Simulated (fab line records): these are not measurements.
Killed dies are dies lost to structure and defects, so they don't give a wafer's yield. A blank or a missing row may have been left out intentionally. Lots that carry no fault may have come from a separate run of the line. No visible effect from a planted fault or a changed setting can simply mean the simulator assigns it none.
fab line records || flow n5_finfet
[record] {"lots": 7, "wafers": 39}
route steps=1938 shown DUMMY_GATE@246
start_h: hours from the record's opening day to when the first of the lot's shown wafers began || wait_h: hours since the lot's step before || " unchanged from the row above || L1.1+2: one row covering several wafers at once || - value missing, or start not given || * or withheld: withheld || < > ~ a bound
route shown NAME@n: a module of which the file shows steps, and the number in the route of the first || usual: mean and standard deviation over wafers with no fault || same: alike in all rows || chamber/n: place in a boat || sites: readings site by site || _std_site: the values' standard deviation || _edge_site: outer sites' mean less inner sites' || radius_mm: how far each site lies from the wafer's centre || mask NAME#n: copy n || behind: tool/chamber where the wafer was last shaped || hold: what put the lot on hold/how long, in hours/how the hold closed || device: transistor that didn't switch, given as n, p or np || end of line: tests run on the same wafers once the route is complete || a step without rows: its recipe alone || killed: dies that structure and defects cost at the first sort, which is not the same as the wafer's yield || map: per-die view of a wafer (x killed, . not killed, _ where there is no die)
set.NAME: the setting that was run; set.NAME@STEP: the one run at that earlier step || model.NAME: the simulator's own value behind a step, which no gauge read
lots whose settings were changed on purpose; a table a step, a row a wafer
[[steps]]
[step N5_DUMMY_GATE_ETCH_32]
[recipe] {"chemistry": "CF4", "target": "SiO2", "target_depth_a": 35, "time_s": 3.9, "ion_energy_ev": 350, "pressure_mtorr": 10, "icp_w": 800, "bias_w": 400, "cf4_flow_sccm": 80}
{"lot.wafer": "L076.1", "tool": "rie_si-04", "chamber": 2, "start_h": 61.98, "wait_h": 0.1, "set.time_s": 3.9, "model.etch.depth_nm": 3.484}
{"lot.wafer": "L076.2", "tool": "rie_si-04", "chamber": 1, "start_h": 61.98, "wait_h": 0.1, "set.time_s": 3.382, "model.etch.depth_nm": 3.038}
{"lot.wafer": "L076.3", "tool": "rie_si-04", "chamber": 0, "start_h": 61.98, "wait_h": 0.1, "set.time_s": 3.382, "model.etch.depth_nm": 3.029}
{"lot.wafer": "L076.4", "tool": "rie_si-04", "chamber": 3, "start_h": 61.98, "wait_h": 0.1, "set.time_s": 3.9, "model.etch.depth_nm": 3.49}
{"lot.wafer": "L076.5", "tool": "rie_si-04", "chamber": 3, "start_h": 61.98, "wait_h": 0.1, "set.time_s": 3.9, "model.etch.depth_nm": 3.468}
{"lot.wafer": "L076.6", "tool": "rie_si-04", "chamber": 0, "start_h": 61.98, "wait_h": 0.1, "set.time_s": 3.382, "model.etch.depth_nm": 3.022}
{"lot.wafer": "L078.1", "tool": "rie_si-04", "chamber": 0, "start_h": 73.03, "wait_h": 0.1, "set.time_s": 3.001, "model.etch.depth_nm": 2.701}
{"lot.wafer": "L078.2", "tool": "rie_si-04", "chamber": 2, "start_h": 73.03, "wait_h": 0.1, "set.time_s": 3.9, "model.etch.depth_nm": 3.51}
{"lot.wafer": "L078.3", "tool": "rie_si-04", "chamber": 3, "start_h": 73.03, "wait_h": 0.1, "set.time_s": 3.9, "model.etch.depth_nm": 3.498}
{"lot.wafer": "L078.4", "tool": "rie_si-04", "chamber": 1, "start_h": 73.03, "wait_h": 0.1, "set.time_s": 3.001, "model.etch.depth_nm": 2.71}
{"lot.wafer": "L078.5", "tool": "rie_si-04", "chamber": 2, "start_h": 73.03, "wait_h": 0.1, "set.time_s": 3.9, "model.etch.depth_nm": 3.461}
{"lot.wafer": "L078.6", "tool": "rie_si-04", "chamber": 3, "start_h": 73.03, "wait_h": 0.1, "set.time_s": 3.001, "model.etch.depth_nm": 2.698}
{"lot.wafer": "L079.1", "tool": "rie_si-06", "chamber": 0, "start_h": 82.77, "wait_h": 0.1, "set.time_s": 3.9, "model.etch.depth_nm": 3.449}
{"lot.wafer": "L079.2", "tool": "rie_si-06", "chamber": 1, "start_h": 82.77, "wait_h": 0.1, "set.time_s": 3.9, "model.etch.depth_nm": 3.4}
{"lot.wafer": "L079.3", "tool": "rie_si-06", "chamber": 2, "start_h": 82.77, "wait_h": 0.1, "set.time_s": 3.9, "model.etch.depth_nm": 3.491}
{"lot.wafer": "L079.4", "tool": "rie_si-06", "chamber": 3, "start_h": 82.77, "wait_h": 0.1, "set.time_s": 3.9, "model.etch.depth_nm": 3.402}
{"lot.wafer": "L079.5", "tool": "rie_si-06", "chamber": 2, "start_h": 82.77, "wait_h": 0.1, "set.time_s": 3.9, "model.etch.depth_nm": 3.467}
{"lot.wafer": "L079.6", "tool": "rie_si-06", "chamber": 3, "start_h": 82.77, "wait_h": 0.1, "set.time_s": 3.9, "model.etch.depth_nm": 3.416}
{"lot.wafer": "L083.3", "tool": "rie_si-06", "chamber": 2, "start_h": 105.31, "wait_h": 0.1, "set.time_s": 3.9, "model.etch.depth_nm": 3.545}
{"lot.wafer": "L083.4", "tool": "rie_si-06", "chamber": 0, "start_h": 105.31, "wait_h": 0.1, "set.time_s": 3.9, "model.etch.depth_nm": 3.483}
{"lot.wafer": "L083.6", "tool": "rie_si-06", "chamber": 2, "start_h": 105.31, "wait_h": 0.1, "set.time_s": 3.9, "model.etch.depth_nm": 3.54}
{"lot.wafer": "L085.1", "tool": "rie_si-03", "chamber": 3, "start_h": 113.00, "wait_h": 0.1, "set.time_s": 3.39, "model.etch.depth_nm": 3.054}
{"lot.wafer": "L085.2", "tool": "rie_si-03", "chamber": 0, "start_h": 113.00, "wait_h": 0.1, "set.time_s": 3.39, "model.etch.depth_nm": 2.953}
{"lot.wafer": "L085.3", "tool": "rie_si-03", "chamber": 2, "start_h": 113.00, "wait_h": 0.1, "set.time_s": 3.9, "model.etch.depth_nm": 3.48}
{"lot.wafer": "L085.4", "tool": "rie_si-03", "chamber": 1, "start_h": 113.00, "wait_h": 0.1, "set.time_s": 3.9, "model.etch.depth_nm": 3.482}
{"lot.wafer": "L085.5", "tool": "rie_si-03", "chamber": 2, "start_h": 113.00, "wait_h": 0.1, "set.time_s": 3.9, "model.etch.depth_nm": 3.466}
{"lot.wafer": "L085.6", "tool": "rie_si-03", "chamber": 1, "start_h": 113.00, "wait_h": 0.1, "set.time_s": 3.39, "model.etch.depth_nm": 3.015}
{"lot.wafer": "L094.1", "tool": "rie_si-03", "chamber": 0, "start_h": 169.59, "wait_h": 0.1, "set.time_s": 3.9, "model.etch.depth_nm": 3.427}
{"lot.wafer": "L094.2", "tool": "rie_si-03", "chamber": 2, "start_h": 169.59, "wait_h": 0.1, "set.time_s": 3.9, "model.etch.depth_nm": 3.442}
{"lot.wafer": "L094.3", "tool": "rie_si-03", "chamber": 3, "start_h": 169.59, "wait_h": 0.1, "set.time_s": 3.9, "model.etch.depth_nm": 3.518}
{"lot.wafer": "L094.4", "tool": "rie_si-03", "chamber": 1, "start_h": 169.59, "wait_h": 0.1, "set.time_s": 3.9, "model.etch.depth_nm": 3.479}
{"lot.wafer": "L094.5", "tool": "rie_si-03", "chamber": 1, "start_h": 169.59, "wait_h": 0.1, "set.time_s": 3.9, "model.etch.depth_nm": 3.486}
{"lot.wafer": "L094.6", "tool": "rie_si-03", "chamber": 0, "start_h": 169.59, "wait_h": 0.1, "set.time_s": 3.9, "model.etch.depth_nm": 3.414}
{"lot.wafer": "L096.1", "tool": "rie_si-06", "chamber": 1, "start_h": 180.43, "wait_h": 0.1, "set.time_s": 3.254, "model.etch.depth_nm": 2.891}
{"lot.wafer": "L096.2", "tool": "rie_si-06", "chamber": 0, "start_h": 180.43, "wait_h": 0.1, "set.time_s": 3.254, "model.etch.depth_nm": 2.939}
{"lot.wafer": "L096.3", "tool": "rie_si-06", "chamber": 2, "start_h": 180.43, "wait_h": 0.1, "set.time_s": 3.9, "model.etch.depth_nm": 3.594}
{"lot.wafer": "L096.4", "tool": "rie_si-06", "chamber": 3, "start_h": 180.43, "wait_h": 0.1, "set.time_s": 3.254, "model.etch.depth_nm": 2.909}
{"lot.wafer": "L096.5", "tool": "rie_si-06", "chamber": 3, "start_h": 180.43, "wait_h": 0.1, "set.time_s": 3.9, "model.etch.depth_nm": 3.475}
{"lot.wafer": "L096.6", "tool": "rie_si-06", "chamber": 2, "start_h": 180.43, "wait_h": 0.1, "set.time_s": 3.9, "model.etch.depth_nm": 3.566}
[step N5_DUMMY_GATE_ETCH_23]
[recipe] {"chemistry": "HBr/Cl2/O2", "HBr_flow_sccm": 150, "Cl2_flow_sccm": 80, "O2_flow_sccm": 12, "bias_w": 102, "target_depth_a": 410, "time_s": 22.3, "target": "poly-Si", "mask_material": "SiO2", "pressure_mtorr": 10, "icp_w": 800}
[step N5_DUMMY_GATE_ETCH_44]
[recipe] {"chemistry": "HBr/O2", "over_etch_frac": 0.7, "target_depth_a": 1275, "stop_on": "SiO2", "ion_energy_ev": 60, "bias_w": 20, "target": "poly-Si", "mask_material": "SiO2", "pressure_mtorr": 20, "icp_w": 400, "HBr_flow_sccm": 120, "O2_flow_sccm": 10}
{"lot.wafer": "L076.1", "tool": "rie_si-04", "chamber": 2, "start_h": 62.07, "wait_h": 0.0, "set.dose_mj@DUMMY_GATE_EXPOSE_12": 36.56, "model.DUMMY_GATE.cd_nm": 14}
{"lot.wafer": "L076.2", "tool": "rie_si-04", "chamber": 1, "start_h": 62.07, "wait_h": 0.0, "set.dose_mj@DUMMY_GATE_EXPOSE_12": 34, "model.DUMMY_GATE.cd_nm": 15}
{"lot.wafer": "L076.3", "tool": "rie_si-04", "chamber": 0, "start_h": 62.07, "wait_h": 0.0, "set.dose_mj@DUMMY_GATE_EXPOSE_12": 34, "model.DUMMY_GATE.cd_nm": 15.2}
{"lot.wafer": "L076.4", "tool": "rie_si-04", "chamber": 3, "start_h": 62.07, "wait_h": 0.0, "set.dose_mj@DUMMY_GATE_EXPOSE_12": 36.56, "model.DUMMY_GATE.cd_nm": 13.8}
{"lot.wafer": "L076.5", "tool": "rie_si-04", "chamber": 3, "start_h": 62.07, "wait_h": 0.0, "set.dose_mj@DUMMY_GATE_EXPOSE_12": 34, "model.DUMMY_GATE.cd_nm": 15.4}
{"lot.wafer": "L076.6", "tool": "rie_si-04", "chamber": 0, "start_h": 62.07, "wait_h": 0.0, "set.dose_mj@DUMMY_GATE_EXPOSE_12": 36.56, "model.DUMMY_GATE.cd_nm": 13.6}
{"lot.wafer": "L078.1+6", "tool": "rie_si-04", "chamber": "0,3", "start_h": 73.12, "wait_h": 0.0, "set.dose_mj@DUMMY_GATE_EXPOSE_12": 34, "model.DUMMY_GATE.cd_nm": 15}
{"lot.wafer": "L078.2+5", "tool": "rie_si-04", "chamber": 2, "start_h": 73.12, "wait_h": 0.0, "set.dose_mj@DUMMY_GATE_EXPOSE_12": 34, "model.DUMMY_GATE.cd_nm": 15.2}
{"lot.wafer": "L078.3+4", "tool": "rie_si-04", "chamber": "3,1", "start_h": 73.12, "wait_h": 0.0, "set.dose_mj@DUMMY_GATE_EXPOSE_12": 34, "model.DUMMY_GATE.cd_nm": 14.8}
{"lot.wafer": "L079.1+3+5", "tool": "rie_si-06", "chamber": "0,2,2", "start_h": 82.86, "wait_h": 0.0, "set.dose_mj@DUMMY_GATE_EXPOSE_12": 35.93, "model.DUMMY_GATE.cd_nm": 14}
{"lot.wafer": "L079.2", "tool": "rie_si-06", "chamber": 1, "start_h": 82.86, "wait_h": 0.0, "set.dose_mj@DUMMY_GATE_EXPOSE_12": 34, "model.DUMMY_GATE.cd_nm": 15}
{"lot.wafer": "L079.4+6", "tool": "rie_si-06", "chamber": 3, "start_h": 82.86, "wait_h": 0.0, "set.dose_mj@DUMMY_GATE_EXPOSE_12": 34, "model.DUMMY_GATE.cd_nm": 14.8}
{"lot.wafer": "L083.3+4+6", "tool": "rie_si-06", "chamber": "2,0,2", "start_h": 105.40, "wait_h": 0.0, "set.dose_mj@DUMMY_GATE_EXPOSE_12": 34, "model.DUMMY_GATE.cd_nm": 15.4}
{"lot.wafer": "L085.1+3+6", "tool": "rie_si-03", "chamber": "3,2,1", "start_h": 113.09, "wait_h": 0.0, "set.dose_mj@DUMMY_GATE_EXPOSE_12": 34, "model.DUMMY_GATE.cd_nm": 15.2}
{"lot.wafer": "L085.2", "tool": "rie_si-03", "chamber": 0, "start_h": 113.09, "wait_h": 0.0, "set.dose_mj@DUMMY_GATE_EXPOSE_12": 34, "model.DUMMY_GATE.cd_nm": 14.8}
{"lot.wafer": "L085.4+5", "tool": "rie_si-03", "chamber": "1,2", "start_h": 113.09, "wait_h": 0.0, "set.dose_mj@DUMMY_GATE_EXPOSE_12": 34, "model.DUMMY_GATE.cd_nm": 15}
{"lot.wafer": "L094.1+3+5", "tool": "rie_si-03", "chamber": "0,3,1", "start_h": 169.68, "wait_h": 0.0, "set.dose_mj@DUMMY_GATE_EXPOSE_12": 35.01, "model.DUMMY_GATE.cd_nm": 14.4}
{"lot.wafer": "L094.2", "tool": "rie_si-03", "chamber": 2, "start_h": 169.68, "wait_h": 0.0, "set.dose_mj@DUMMY_GATE_EXPOSE_12": 34, "model.DUMMY_GATE.cd_nm": 15}
{"lot.wafer": "L094.4", "tool": "rie_si-03", "chamber": 1, "start_h": 169.68, "wait_h": 0.0, "set.dose_mj@DUMMY_GATE_EXPOSE_12": 34, "model.DUMMY_GATE.cd_nm": 14.6}
{"lot.wafer": "L094.6", "tool": "rie_si-03", "chamber": 0, "start_h": 169.68, "wait_h": 0.0, "set.dose_mj@DUMMY_GATE_EXPOSE_12": 34, "model.DUMMY_GATE.cd_nm": 14.8}
{"lot.wafer": "L096.1+4+5", "tool": "rie_si-06", "chamber": "1,3,3", "start_h": 180.52, "wait_h": 0.0, "set.dose_mj@DUMMY_GATE_EXPOSE_12": 34, "model.DUMMY_GATE.cd_nm": 15}
{"lot.wafer": "L096.2+3+6", "tool": "rie_si-06", "chamber": "0,2,2", "start_h": 180.52, "wait_h": 0.0, "set.dose_mj@DUMMY_GATE_EXPOSE_12": 34, "model.DUMMY_GATE.cd_nm": 14.8}
[step N5_DUMMY_GATE_ETCH_42]
[recipe] {"chemistry": "CHF3/O2", "target": "SiO2", "target_depth_a": 35, "time_s": 31, "ion_energy_ev": 30, "bias_w": 12, "pressure_mtorr": 30, "source_w": 600, "Ar_flow_sccm": 200, "CHF3_flow_sccm": 50, "O2_flow_sccm": 5}
{"lot.wafer": "L076.1", "tool": "rie_diel-04", "chamber": 1, "start_h": 62.25, "wait_h": 0.1, "set.dose_mj@DUMMY_GATE_EXPOSE_12": 36.56, "model.DUMMY_GATE.cd_nm": 14}
{"lot.wafer": "L076.2", "tool": "rie_diel-04", "chamber": 0, "start_h": 62.25, "wait_h": 0.1, "set.dose_mj@DUMMY_GATE_EXPOSE_12": 34, "model.DUMMY_GATE.cd_nm": 15}
{"lot.wafer": "L076.3+5", "tool": "rie_diel-04", "chamber": 2, "start_h": 62.25, "wait_h": 0.1, "set.dose_mj@DUMMY_GATE_EXPOSE_12": 34, "model.DUMMY_GATE.cd_nm": 15.2}
{"lot.wafer": "L076.4", "tool": "rie_diel-04", "chamber": 3, "start_h": 62.25, "wait_h": 0.1, "set.dose_mj@DUMMY_GATE_EXPOSE_12": 36.56, "model.DUMMY_GATE.cd_nm": 13.8}
{"lot.wafer": "L076.6", "tool": "rie_diel-04", "chamber": 1, "start_h": 62.25, "wait_h": 0.1, "set.dose_mj@DUMMY_GATE_EXPOSE_12": 36.56, "model.DUMMY_GATE.cd_nm": 13.6}
{"lot.wafer": "L078.1+2", "tool": "rie_diel-04", "chamber": "1,2", "start_h": 73.28, "wait_h": 0.0, "set.dose_mj@DUMMY_GATE_EXPOSE_12": 34, "model.DUMMY_GATE.cd_nm": 15}
{"lot.wafer": "L078.3+4+6", "tool": "rie_diel-04", "chamber": "0,3,3", "start_h": 73.28, "wait_h": 0.0, "set.dose_mj@DUMMY_GATE_EXPOSE_12": 34, "model.DUMMY_GATE.cd_nm": 14.8}
{"lot.wafer": "L078.5", "tool": "rie_diel-04", "chamber": 2, "start_h": 73.28, "wait_h": 0.0, "set.dose_mj@DUMMY_GATE_EXPOSE_12": 34, "model.DUMMY_GATE.cd_nm": 15.2}
{"lot.wafer": "L079.1", "tool": "rie_diel-02", "chamber": 0, "start_h": 83.01, "wait_h": 0.0, "set.dose_mj@DUMMY_GATE_EXPOSE_12": 35.93, "model.DUMMY_GATE.cd_nm": 14}
{"lot.wafer": "L079.2+4", "tool": "rie_diel-02", "chamber": "3,2", "start_h": 83.01, "wait_h": 0.0, "set.dose_mj@DUMMY_GATE_EXPOSE_12": 34, "model.DUMMY_GATE.cd_nm": 15}
{"lot.wafer": "L079.3+5", "tool": "rie_diel-02", "chamber": "1,2", "start_h": 83.01, "wait_h": 0.0, "set.dose_mj@DUMMY_GATE_EXPOSE_12": 35.93, "model.DUMMY_GATE.cd_nm": 14.2}
{"lot.wafer": "L079.6", "tool": "rie_diel-02", "chamber": 3, "start_h": 83.01, "wait_h": 0.0, "set.dose_mj@DUMMY_GATE_EXPOSE_12": 34, "model.DUMMY_GATE.cd_nm": 14.8}
{"lot.wafer": "L083.3+4+6", "tool": "rie_diel-02", "chamber": "1,2,2", "start_h": 105.57, "wait_h": 0.0, "set.dose_mj@DUMMY_GATE_EXPOSE_12": 34, "model.DUMMY_GATE.cd_nm": 15.4}
{"lot.wafer": "L085.1+3+6", "tool": "rie_diel-04", "chamber": "3,0,0", "start_h": 113.25, "wait_h": 0.0, "set.dose_mj@DUMMY_GATE_EXPOSE_12": 34, "model.DUMMY_GATE.cd_nm": 15.2}
{"lot.wafer": "L085.2", "tool": "rie_diel-04", "chamber": 2, "start_h": 113.25, "wait_h": 0.0, "set.dose_mj@DUMMY_GATE_EXPOSE_12": 34, "model.DUMMY_GATE.cd_nm": 14.8}
{"lot.wafer": "L085.4+5", "tool": "rie_diel-04", "chamber": 1, "start_h": 113.25, "wait_h": 0.0, "set.dose_mj@DUMMY_GATE_EXPOSE_12": 34, "model.DUMMY_GATE.cd_nm": 15}
{"lot.wafer": "L094.1", "tool": "rie_diel-05", "chamber": 3, "start_h": 169.83, "wait_h": 0.0, "set.dose_mj@DUMMY_GATE_EXPOSE_12": 35.01, "model.DUMMY_GATE.cd_nm": 14.2}
{"lot.wafer": "L094.2", "tool": "rie_diel-05", "chamber": 1, "start_h": 169.83, "wait_h": 0.0, "set.dose_mj@DUMMY_GATE_EXPOSE_12": 34, "model.DUMMY_GATE.cd_nm": 15}
{"lot.wafer": "L094.3+5", "tool": "rie_diel-05", "chamber": 2, "start_h": 169.83, "wait_h": 0.0, "set.dose_mj@DUMMY_GATE_EXPOSE_12": 35.01, "model.DUMMY_GATE.cd_nm": 14.4}
{"lot.wafer": "L094.4+6", "tool": "rie_diel-05", "chamber": "0,1", "start_h": 169.83, "wait_h": 0.0, "set.dose_mj@DUMMY_GATE_EXPOSE_12": 34, "model.DUMMY_GATE.cd_nm": 14.6}
{"lot.wafer": "L096.1+4+5", "tool": "rie_diel-05", "chamber": "0,3,3", "start_h": 180.76, "wait_h": 0.1, "set.dose_mj@DUMMY_GATE_EXPOSE_12": 34, "model.DUMMY_GATE.cd_nm": 15}
{"lot.wafer": "L096.2+3+6", "tool": "rie_diel-05", "chamber": "1,2,0", "start_h": 180.76, "wait_h": 0.1, "set.dose_mj@DUMMY_GATE_EXPOSE_12": 34, "model.DUMMY_GATE.cd_nm": 14.8}
[[key]]
[split] {"step": "N5_DUMMY_GATE_ETCH_32", "setting": "time_s", "stated": 3.9, "by": "wafer"}
[response] {"step": "N5_DUMMY_GATE_ETCH_32", "reading": "model.etch.depth_nm", "change": "+0.0353", "per": "1%", "r": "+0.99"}
split outside_this_file step=N5_DUMMY_GATE_EXPOSE_12 setting=dose_mj
// split outside_this_file: this setting was split too, and the file shows its column; the key of that split is in another file
